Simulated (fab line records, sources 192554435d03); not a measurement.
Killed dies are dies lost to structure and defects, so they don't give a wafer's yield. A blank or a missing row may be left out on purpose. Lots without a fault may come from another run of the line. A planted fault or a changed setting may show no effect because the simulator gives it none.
Chamber matching | flow n5_finfet | N5_MOL_CONTACT_COAG_ETCH_65 on rie_diel-01: 4 sister chambers
The step etches underlayer in N2/H2, target depth 13 nm, time 10.4 s. 20 wafers are shown with their chamber, then 10 later ones without.

WAFERS WITH THEIR CHAMBER
wafer  | chamber | showerhead_plenum_p_Torr (Torr) | throttle_valve_pct (%) | oes_product_au (a.u.)
L074.2 | 0       | 2.57                            | 17.79                  | 0.68
L074.3 | 1       | 2.61                            | 18.03                  | 0.61
L074.6 | 0       | 2.57                            | 17.80                  | 0.68
L078.2 | 1       | 2.61                            | 18.04                  | 0.61
L078.5 | 1       | 2.61                            | 18.03                  | 0.61
L078.6 | 0       | 2.56                            | 17.80                  | 0.67
L080.1 | 0       | 2.56                            | 17.84                  | 0.67
L080.2 | 1       | 2.60                            | 18.04                  | 0.61
L080.6 | 1       | 2.60                            | 18.05                  | 0.62
L086.1 | 0       | 2.56                            | 17.84                  | 0.66
L086.4 | 1       | 2.60                            | 18.07                  | 0.61
L086.5 | 3       | 2.59                            | 17.73                  | 0.73
L090.1 | 0       | 2.55                            | 17.85                  | 0.66
L090.4 | 1       | 2.60                            | 18.09                  | 0.60
L090.6 | 3       | 2.59                            | 17.76                  | 0.74
L091.1 | 3       | 2.59                            | 17.76                  | 0.73
L091.2 | 0       | 2.55                            | 17.86                  | 0.65
L091.4 | 2       | 2.44                            | 18.22                  | 0.65
L092.3 | 0       | 2.55                            | 17.86                  | 0.66
L092.5 | 3       | 2.59                            | 17.76                  | 0.73

SIGNATURES (means of the wafers above)
reading                  | chamber 0 | chamber 1 | chamber 2 | chamber 3 | scatter within a chamber
showerhead_plenum_p_Torr | 2.5587    | 2.6043    | 2.4400    | 2.5900    | 0.00642
throttle_valve_pct       | 17.8300   | 18.0500   | 18.2200   | 17.7525   | 0.0243
oes_product_au           | 0.6663    | 0.6100    | 0.6500    | 0.7325    | 0.00815
Rule: a wafer's distance from a chamber is the root of the sum, over the readings, of the square of ((its reading less the chamber's mean) divided by the reading's scatter). The wafer belongs to the nearest chamber; if the next one is less than 2 further off, it can't be placed. The scatter: the root of (the sum of the squares of (reading less its chamber's mean) over the shown wafers, divided by (wafers less chambers)).

WAFERS WITHOUT THEIR CHAMBER
wafer  | showerhead_plenum_p_Torr (Torr) | throttle_valve_pct (%) | oes_product_au (a.u.)
L092.6 | 2.44                            | 18.21                  | 0.65
L093.4 | 2.59                            | 18.09                  | 0.59
L093.5 | 2.44                            | 18.21                  | 0.64
L093.6 | 2.59                            | 17.77                  | 0.73
L094.2 | 2.55                            | 17.87                  | 0.65
L094.4 | 2.58                            | 17.77                  | 0.72
L094.5 | 2.58                            | 17.77                  | 0.72
L096.1 | 2.44                            | 18.24                  | 0.63
L096.2 | 2.55                            | 17.89                  | 0.64
L096.4 | 2.58                            | 17.79                  | 0.72

WHICH CHAMBER EACH WENT THROUGH
wafer  | from the rows above | in truth
L092.6 | 2                   | 2
L093.4 | 1                   | 1
L093.5 | 2                   | 2
L093.6 | 3                   | 3
L094.2 | 0                   | 0
L094.4 | 3                   | 3
L094.5 | 3                   | 3
L096.1 | 2                   | 2
L096.2 | 0                   | 0
L096.4 | 3                   | 3
Placed correctly: 10 of 10. Can't be placed from these rows: 0. Placed wrongly: 0.
